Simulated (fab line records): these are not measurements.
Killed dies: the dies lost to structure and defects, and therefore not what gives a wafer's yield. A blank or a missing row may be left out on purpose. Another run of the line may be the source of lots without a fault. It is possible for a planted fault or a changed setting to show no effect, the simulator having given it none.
A sampling plan put to the test || flow nand-harc || 13 faults told of in these records, all on one fab line, each judged by the records of the lots it struck
The line's own looks make up the plan; these are the steps of the route where a gauge or inspection reads the wafer and leaves it unchanged. A look is open to judgement when struck wafers have a number at it and the file gives its usual mean and standard deviation on fault-free wafers. Caught: the struck wafers' mean, at a look after the fault's first step, is 4 or more of those standard deviations (sigma) away from the usual mean. On the tool: here the same test is run on the tool's own readings at the fault's steps. A different recipe on the struck wafers counts as caught too, as does a record blank only for those wafers.

THE FAULTS, as the simulator had put them in
1. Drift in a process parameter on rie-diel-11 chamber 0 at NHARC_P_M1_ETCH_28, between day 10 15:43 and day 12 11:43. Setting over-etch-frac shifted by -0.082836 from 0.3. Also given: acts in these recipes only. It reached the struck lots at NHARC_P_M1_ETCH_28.
2. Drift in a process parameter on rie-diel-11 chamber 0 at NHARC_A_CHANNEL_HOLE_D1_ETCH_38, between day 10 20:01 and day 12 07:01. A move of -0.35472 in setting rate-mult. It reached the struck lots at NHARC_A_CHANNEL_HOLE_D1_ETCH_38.
3. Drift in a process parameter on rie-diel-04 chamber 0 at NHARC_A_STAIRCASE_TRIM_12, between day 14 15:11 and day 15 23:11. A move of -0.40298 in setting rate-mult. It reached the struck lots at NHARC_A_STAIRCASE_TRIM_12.
4. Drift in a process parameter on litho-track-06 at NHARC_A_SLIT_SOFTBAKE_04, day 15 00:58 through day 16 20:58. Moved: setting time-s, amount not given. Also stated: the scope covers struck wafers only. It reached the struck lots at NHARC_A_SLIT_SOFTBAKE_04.
5. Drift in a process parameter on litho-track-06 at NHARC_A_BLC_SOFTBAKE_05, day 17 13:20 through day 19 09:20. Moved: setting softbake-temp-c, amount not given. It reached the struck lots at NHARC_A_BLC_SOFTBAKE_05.
6. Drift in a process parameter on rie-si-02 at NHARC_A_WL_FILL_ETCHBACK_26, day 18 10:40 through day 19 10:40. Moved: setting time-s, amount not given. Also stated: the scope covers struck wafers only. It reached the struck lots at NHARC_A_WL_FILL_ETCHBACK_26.
7. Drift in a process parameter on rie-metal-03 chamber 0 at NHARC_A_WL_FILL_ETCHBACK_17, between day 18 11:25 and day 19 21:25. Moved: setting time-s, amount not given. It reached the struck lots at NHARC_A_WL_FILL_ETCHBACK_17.
8. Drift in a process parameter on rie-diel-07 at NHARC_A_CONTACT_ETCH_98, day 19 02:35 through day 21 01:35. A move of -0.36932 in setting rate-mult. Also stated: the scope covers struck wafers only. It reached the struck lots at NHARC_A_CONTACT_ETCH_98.
9. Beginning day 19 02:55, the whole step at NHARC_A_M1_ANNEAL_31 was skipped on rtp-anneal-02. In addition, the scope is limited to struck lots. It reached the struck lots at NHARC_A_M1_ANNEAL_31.
10. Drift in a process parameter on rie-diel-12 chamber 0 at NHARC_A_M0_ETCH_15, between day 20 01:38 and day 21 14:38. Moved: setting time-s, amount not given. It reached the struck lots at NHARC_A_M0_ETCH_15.
11. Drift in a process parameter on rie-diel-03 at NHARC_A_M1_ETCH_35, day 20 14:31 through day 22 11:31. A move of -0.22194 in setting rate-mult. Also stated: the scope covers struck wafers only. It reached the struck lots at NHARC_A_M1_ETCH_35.
12. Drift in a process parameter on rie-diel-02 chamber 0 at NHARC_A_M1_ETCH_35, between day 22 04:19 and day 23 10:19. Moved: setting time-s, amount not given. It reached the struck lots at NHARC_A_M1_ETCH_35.
13. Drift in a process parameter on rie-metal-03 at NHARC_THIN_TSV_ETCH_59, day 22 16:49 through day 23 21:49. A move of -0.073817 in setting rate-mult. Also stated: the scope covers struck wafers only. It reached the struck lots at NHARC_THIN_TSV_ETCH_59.

WHAT THE PLAN SAW
{"fault": 1, "on the tool itself": "under 2 sigma", "first look that catches it": "not the one look that can be judged after it", "reading, sigma": "-", "median hours from its first step to that look": "-", "hours from the fault's start to the first struck lot there": "-", "judged looks passed uncaught": 1}
{"fault": 2, "on the tool itself": "oes-product-au -25 sigma", "first look that catches it": "NHARC_END_SORT_01", "reading, sigma": "killed-at-array +59", "median hours from its first step to that look": 264.8, "hours from the fault's start to the first struck lot there": 270, "judged looks passed uncaught": 0}
{"fault": 3, "on the tool itself": "oes-product-au -36 sigma", "first look that catches it": "NHARC_END_SORT_01", "reading, sigma": "killed-dies +58", "median hours from its first step to that look": 217.6, "hours from the fault's start to the first struck lot there": 222, "judged looks passed uncaught": 0}
{"fault": 4, "on the tool itself": "heater-power-total-W +99 or beyond sigma", "first look that catches it": "no look after it can be judged", "reading, sigma": "-", "median hours from its first step to that look": "-", "hours from the fault's start to the first struck lot there": "-", "judged looks passed uncaught": 0}
{"fault": 5, "on the tool itself": "heater-power-total-W -16 sigma", "first look that catches it": "no look after it can be judged", "reading, sigma": "-", "median hours from its first step to that look": "-", "hours from the fault's start to the first struck lot there": "-", "judged looks passed uncaught": 0}
{"fault": 6, "on the tool itself": "run-length-s -7.0 sigma", "first look that catches it": "not the one look that can be judged after it", "reading, sigma": "-", "median hours from its first step to that look": "-", "hours from the fault's start to the first struck lot there": "-", "judged looks passed uncaught": 1}
{"fault": 7, "on the tool itself": "run-length-s -15 sigma", "first look that catches it": "not the one look that can be judged after it", "reading, sigma": "-", "median hours from its first step to that look": "-", "hours from the fault's start to the first struck lot there": "-", "judged looks passed uncaught": 1}
{"fault": 8, "on the tool itself": "oes-product-au -11 sigma", "first look that catches it": "NHARC_END_SORT_01", "reading, sigma": "killed-at-array +58", "median hours from its first step to that look": 64.3, "hours from the fault's start to the first struck lot there": 59, "judged looks passed uncaught": 0}
{"fault": 9, "on the tool itself": "the tool's record is blank for the struck wafers", "first look that catches it": "NHARC_END_SORT_01", "reading, sigma": "sort_bin_2_pct +5.4", "median hours from its first step to that look": 35.8, "hours from the fault's start to the first struck lot there": 48, "judged looks passed uncaught": 1}
{"fault": 10, "on the tool itself": "run-length-s -12 sigma", "first look that catches it": "no look after it can be judged", "reading, sigma": "-", "median hours from its first step to that look": "-", "hours from the fault's start to the first struck lot there": "-", "judged looks passed uncaught": 0}
{"fault": 11, "on the tool itself": "oes-product-au -21 sigma", "first look that catches it": "not the one look that can be judged after it", "reading, sigma": "-", "median hours from its first step to that look": "-", "hours from the fault's start to the first struck lot there": "-", "judged looks passed uncaught": 1}
{"fault": 12, "on the tool itself": "run-length-s -19 sigma", "first look that catches it": "not the one look that can be judged after it", "reading, sigma": "-", "median hours from its first step to that look": "-", "hours from the fault's start to the first struck lot there": "-", "judged looks passed uncaught": 1}
{"fault": 13, "on the tool itself": "oes-product-au -6.8 sigma", "first look that catches it": "none of the 2 looks that can be judged after it", "reading, sigma": "strongest: cd-nm at NHARC_THIN_TSV_CD_MEAS_37, +3.2", "median hours from its first step to that look": "-", "hours from the fault's start to the first struck lot there": "-", "judged looks passed uncaught": 2}
A dash: this means the fault isn't caught or the number doesn't appear in these records.

Caught at a look: 4 of 13. Caught on the tool: 12 of 13. By one or the other: 12 of 13.
Faults 4, 5, 6, 7, 10, 11, 12, 13 were caught on the tool alone.
Caught by neither: fault 1.

THINNER SAMPLING
In the worst case, this is how late the first struck lot would be measured if the look that catches a fault measured only every second or every third lot, by lot number:
{"fault": 2, "struck lots at that look, in order of time": "L117, L119", "every lot": "270 h", "every second lot": "may miss all 2", "every third lot": "may miss all 2"}
{"fault": 3, "struck lots at that look, in order of time": "L234, L238", "every lot": "222 h", "every second lot": "may miss all 2", "every third lot": "may miss all 2"}
{"fault": 8, "struck lots at that look, in order of time": "L494, L500", "every lot": "59 h", "every second lot": "may miss all 2", "every third lot": "may miss all 2"}
{"fault": 9, "struck lots at that look, in order of time": "L779", "every lot": "48 h", "every second lot": "may miss it", "every third lot": "may miss it"}
Hours are from the fault's start to the first struck lot that is measured. 4 sigma limit: tested on the pooled struck wafers, so a lone lot may be under it. Other struck lots may not be in these records.

THE LONGEST TIMED WAY FROM STEP TO LOOK
In fault 2, a median of 264.8 hours elapses between NHARC_A_CHANNEL_HOLE_D1_ETCH_38 and NHARC_END_SORT_01. No look between them can be judged.
